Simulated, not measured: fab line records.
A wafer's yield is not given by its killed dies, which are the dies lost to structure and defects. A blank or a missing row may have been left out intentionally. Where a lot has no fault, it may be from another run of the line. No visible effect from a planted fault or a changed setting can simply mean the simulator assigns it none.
Struck lot and sound lot, side by side    flow n5_finfet    16 steps out of a route of 1938
Sound: the wafers L446.1, L446.4, L446.5. Struck: wafers L456.1, L456.2, L456.5. At the end, the cause is stated.
For every step that has rows: the tool of each side, followed by ch and its chambers, followed by its first start. Under that, the readings that differ: sound wafers    struck wafers    difference of the means    sigmas: that difference in standard deviations of wafers without a fault.
alike: words and numbers the same on both sides, and readings whose means are apart by under 2 such deviations; not compared: readings that were withheld, readings missing a value for some wafer, numbers with overlapping values and no deviation given by the record, and bounds like >300 which may hide the same value.
Wherever a step has rows on one side only, a row that says differs or no value, or a row with sigmas, the two part there. Numbers that don't overlap but have no deviation are shown without sigmas and don't part them. Lack of a reading on every wafer of one side parts them only where that side has two or more wafers.

first, 3 steps without rows for these wafers: N5_DUMMY_GATE_STRIP_38 (strips in N2/H2); N5_DUMMY_GATE_STRIP_39 (strips in N2/H2); N5_DUMMY_GATE_TRIM_49 (chemistry O2, time 29 s, target cd 14 nm).
N5_DUMMY_GATE_STRIP_40: strips in CF4.
  sound on rie_diel-05 ch 0,1,3, day 4 05:52; struck on rie_diel-03 ch 1,3, day 6 19:01
  alike: drypump_motor_current_A, oes_product_au, rf_vpp_V, showerhead_plenum_p_Torr, throttle_valve_pct
  not compared: rf_hours_counter_h
N5_DUMMY_GATE_CD_MEAS_50: the cd target is 14 nm.
  sound on cd_sem-01, day 4 05:55; struck on cd_sem-02, day 6 19:04
  alike: cd_nm
N5_DUMMY_GATE_ETCH_31: etches SiO2 in C4F6/O2, target depth 82.5 nm, time 27.5 s.
  sound on rie_diel-05 ch 0,1,3, day 4 05:58; struck on rie_diel-03 ch 2,3, day 6 19:07
  alike: drypump_motor_current_A, oes_product_au, rf_vpp_V, showerhead_plenum_p_Torr, throttle_valve_pct
  not compared: rf_hours_counter_h
then, 1 step without rows for these wafers: N5_DUMMY_GATE_STRIP_41 (strips in O2).
N5_DUMMY_GATE_HM_OPEN_21: chemistry CH3F/O2, target SiNx, target depth 120 nm, time 171.4 s.
  sound on rie_diel-05 ch 0,1,3, day 4 06:02; struck on rie_diel-03 ch 2,3, day 6 19:12
  alike: drypump_motor_current_A, oes_product_au, rf_vpp_V, showerhead_plenum_p_Torr, throttle_valve_pct
  not compared: rf_hours_counter_h
N5_DUMMY_GATE_ETCH_32: etches SiO2 in CF4, target depth 3.5 nm, time 3.9 s.
  sound on rie_si-02 ch 0,1, day 4 06:12; struck on rie_si-03 ch 2,3, day 6 19:22
  alike: drypump_motor_current_A, oes_product_au, throttle_valve_pct
  not compared: rf_hours_counter_h
then, 2 steps without rows for these wafers: N5_DUMMY_GATE_ETCH_23 (etches poly-Si in HBr/Cl2/O2, target depth 41 nm, time 22.3 s); N5_DUMMY_GATE_ETCH_44 (etches poly-Si in HBr/O2, stops on SiO2, target depth 127.5 nm).
N5_DUMMY_GATE_CD_MEAS_24: the cd target is 15 nm.
  sound on cd_sem-01, day 4 06:24; struck on cd_sem-01, day 6 19:34
  alike: cd_nm
N5_DUMMY_GATE_ETCH_42: etches SiO2 in CHF3/O2, target depth 3.5 nm, time 31 s.
  sound on rie_diel-06 ch 0,3, day 4 06:33; struck on rie_diel-03 ch 0,2,3, day 6 19:38
reading                   sound             struck             difference  sigmas
rf_vpp_V (V)              42.5 42.6 42.3    44.2 45.4 44.3     +2.2        +2
model.etch.depth_nm (nm)  3.54 3.448 3.495  2.435 2.502 2.498  -1.016      
  alike: drypump_motor_current_A, oes_product_au, showerhead_plenum_p_Torr, throttle_valve_pct
  not compared: rf_hours_counter_h
N5_DUMMY_GATE_STRIP_48: strips in N2/H2, time 20 s.
  sound on rie_diel-06 ch 0,3, day 4 06:36; struck on rie_diel-03 ch 0,2,3, day 6 19:41
  alike: drypump_motor_current_A, oes_product_au, rf_vpp_V, showerhead_plenum_p_Torr, throttle_valve_pct
  not compared: rf_hours_counter_h
-- a jump in the record: the struck wafers' starts before and after are 5 days apart (it breaks off in module DUMMY_GATE and resumes in module BEOL_M4, where the first step shown is number 1111 of the route) --
N5_BEOL_M4_RC_MEAS_101:
  sound on prober-02 ch 0, day 9 23:12; struck on prober-01 ch 0, day 12 03:58
reading         sound           struck          difference  sigmas
IOFF_P (nA/um)  0.21 0.15 0.16  0.25 0.28 0.26  +0.09       +2
ION_P (uA/um)   461 454 449     479 474 476     +22         +3
VT_P (mV)       -252 -257 -256  -246 -247 -246  +9          +3
  alike: DIBL_N, DIBL_P, IOFF_N, ION_N, SS_N, SS_P, VT_N
-- record jumps: 5 days separate the struck wafers' starts on either side; left off in module BEOL_M4, taken up again in module PASSIVATION, whose first shown step is the route's number 1936 --
N5_PASSIVATION_PROBE_49:
  sound on prober-02, day 16 01:36; struck on prober-01, day 17 13:26
reading                   sound           struck          difference  sigmas
defect_limited_yield (%)  89.4 90.4 90.4  92.8 93.5 93.3  +3.1        +2
killed_at_M0_to_M3        59 54 33        24 23 21        -26         -3
killed_at_contacts        9 16 26         4 3 9           -12         -2
killed_dies               125 113 113     85 77 79        -37         -2
killed_open               92 81 78        54 52 49        -32         -2
sort_bin_5_function (%)   6.6 5.8 5.4     4.2 3.5 4.1     -2.0        -2
sort_n_pass               1055 1067 1067  1095 1103 1101  +37         +2
sort_yield_pct (%)        89.4 90.4 90.4  92.8 93.5 93.3  +3.1        +2
  alike: killed_at_M4_up, killed_at_front_end, killed_at_other, killed_short, sort_bin_6_memory

## WHERE THEY PART
Last at N5_PASSIVATION_PROBE_49 as far as this record goes, first at N5_DUMMY_GATE_ETCH_42.

WHY: whatever the simulator had introduced
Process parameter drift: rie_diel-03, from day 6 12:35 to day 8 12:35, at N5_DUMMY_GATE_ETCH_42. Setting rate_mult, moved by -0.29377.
